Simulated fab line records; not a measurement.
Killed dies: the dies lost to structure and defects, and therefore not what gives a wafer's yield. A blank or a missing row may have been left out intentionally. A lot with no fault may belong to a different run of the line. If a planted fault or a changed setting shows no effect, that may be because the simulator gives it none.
Chamber matching / flow nand-harc / NHARC_A_SGD_CUT_ETCHBACK_24 on rie-diel-09: 4 sister chambers
The step etches the open film in CH3F/O2, target depth 50 nm, time 92.857 s. 8 wafers are shown with their chamber, then 8 later ones without.

## WAFERS PAIRED WITH THEIR CHAMBERS
wafer=L082.2; chamber=3; showerhead-plenum-p-Torr (Torr)=2.55; drypump-motor-current-A (A)=6.0
wafer=L082.4; chamber=1; showerhead-plenum-p-Torr (Torr)=2.29; drypump-motor-current-A (A)=5.9
wafer=L083.2; chamber=2; showerhead-plenum-p-Torr (Torr)=2.55; drypump-motor-current-A (A)=5.1
wafer=L083.5; chamber=0; showerhead-plenum-p-Torr (Torr)=2.62; drypump-motor-current-A (A)=5.4
wafer=L089.2; chamber=2; showerhead-plenum-p-Torr (Torr)=2.55; drypump-motor-current-A (A)=5.1
wafer=L089.3; chamber=1; showerhead-plenum-p-Torr (Torr)=2.28; drypump-motor-current-A (A)=6.0
wafer=L089.4; chamber=0; showerhead-plenum-p-Torr (Torr)=2.62; drypump-motor-current-A (A)=5.4
wafer=L092.1; chamber=3; showerhead-plenum-p-Torr (Torr)=2.55; drypump-motor-current-A (A)=6.0

## WAFERS WHOSE CHAMBER IS MISSING
wafer=L092.4; showerhead-plenum-p-Torr (Torr)=2.55; drypump-motor-current-A (A)=5.1
wafer=L092.5; showerhead-plenum-p-Torr (Torr)=2.55; drypump-motor-current-A (A)=6.1
wafer=L093.1; showerhead-plenum-p-Torr (Torr)=2.55; drypump-motor-current-A (A)=6.0
wafer=L093.5; showerhead-plenum-p-Torr (Torr)=2.55; drypump-motor-current-A (A)=6.0
wafer=L093.6; showerhead-plenum-p-Torr (Torr)=2.55; drypump-motor-current-A (A)=5.1
wafer=L095.3; showerhead-plenum-p-Torr (Torr)=2.62; drypump-motor-current-A (A)=5.4
wafer=L095.4; showerhead-plenum-p-Torr (Torr)=2.28; drypump-motor-current-A (A)=6.0
wafer=L095.5; showerhead-plenum-p-Torr (Torr)=2.55; drypump-motor-current-A (A)=5.1

## WHICH CHAMBER EACH ONE RAN IN
wafer=L092.4; from the rows above=2; in truth=2
wafer=L092.5; from the rows above=3; in truth=3
wafer=L093.1; from the rows above=3; in truth=3
wafer=L093.5; from the rows above=3; in truth=3
wafer=L093.6; from the rows above=2; in truth=2
wafer=L095.3; from the rows above=0; in truth=0
wafer=L095.4; from the rows above=1; in truth=1
wafer=L095.5; from the rows above=2; in truth=2
Placed correctly: 8 of 8. Not placeable from these rows: 0. Placed wrongly: 0.
How it was worked out, from the rows above alone: a wafer's distance from a chamber is the root of the sum, over the readings, of the square of ((its reading less the chamber's mean) divided by the reading's scatter). If the next closest chamber is less than 2 further off than the closest, the wafer can't be placed; otherwise it belongs to the closest. Each chamber's mean is taken over the wafers shown for it. How the scatter is found: for the shown wafers, subtract from each reading the mean of its chamber, square and add these, divide the total by (wafers less chambers), then take the root.
